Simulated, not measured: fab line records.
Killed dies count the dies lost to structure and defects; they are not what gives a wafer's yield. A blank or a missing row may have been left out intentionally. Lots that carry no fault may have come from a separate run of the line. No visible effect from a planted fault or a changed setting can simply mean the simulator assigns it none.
Chamber matching    flow n5-finfet    N5_FIN_SAQP_ETCH_65 on rie-si-06: 4 sister chambers
The step etches SiO2 in CF4, target depth 4 nm, time 4.4 s. 14 wafers are shown with their chamber, then 6 later ones without.

## WAFERS, EACH WITH ITS CHAMBER
wafer   chamber  throttle-valve-pct (%)  drypump-motor-current-A (A)  oes-product-au (a.u.)
L820.2  1        21.78                   5.35                         0.987
L820.3  2        21.74                   5.11                         0.997
L820.5  3        22.14                   5.55                         1.006
L821.3  3        22.15                   5.54                         1.016
L821.5  3        22.15                   5.52                         1.005
L821.6  2        21.74                   5.07                         0.988
L824.1  3        22.14                   5.57                         1.013
L824.3  2        21.75                   5.11                         1.008
L824.6  3        22.16                   5.56                         1.002
L826.1  3        22.14                   5.55                         1.014
L826.3  0        21.63                   5.49                         0.999
L826.6  3        22.15                   5.52                         0.994
L827.2  2        21.76                   5.05                         0.996
L827.3  1        21.78                   5.34                         0.991

SIGNATURES, as means of the wafers listed above
reading                  chamber 0  chamber 1  chamber 2  chamber 3  scatter within a chamber
throttle-valve-pct       21.6300    21.7800    21.7475    22.1471    0.00786
drypump-motor-current-A  5.4900     5.3450     5.0850     5.5443     0.0222
oes-product-au           0.99900    0.98900    0.99725    1.00714    0.00759
Rule: a wafer lies at a distance from a chamber equal to the root of the sum of squares, over the readings, of (its reading less the chamber's mean, divided by the reading's scatter). If the next closest chamber is less than 2 further off than the closest, the wafer can't be placed; otherwise it belongs to the closest. The scatter: the root of (the sum of the squares of (reading less its chamber's mean) over the shown wafers, divided by (wafers less chambers)).

## WAFERS WITH NO CHAMBER GIVEN
wafer   throttle-valve-pct (%)  drypump-motor-current-A (A)  oes-product-au (a.u.)
L827.4  21.65                   5.55                         1.001
L828.2  21.78                   5.32                         0.988
L828.4  22.15                   5.53                         1.011
L828.5  21.75                   5.08                         0.998
L833.5  22.16                   5.54                         1.011
L834.6  22.15                   5.55                         1.010

## CHAMBER TAKEN BY EACH
wafer   from the rows above  in truth
L827.4  0                    0
L828.2  1                    1
L828.4  3                    3
L828.5  2                    2
L833.5  3                    3
L834.6  3                    3
Correctly placed: 6 of 6. Number that these rows cannot place: 0. 0 placed wrongly.
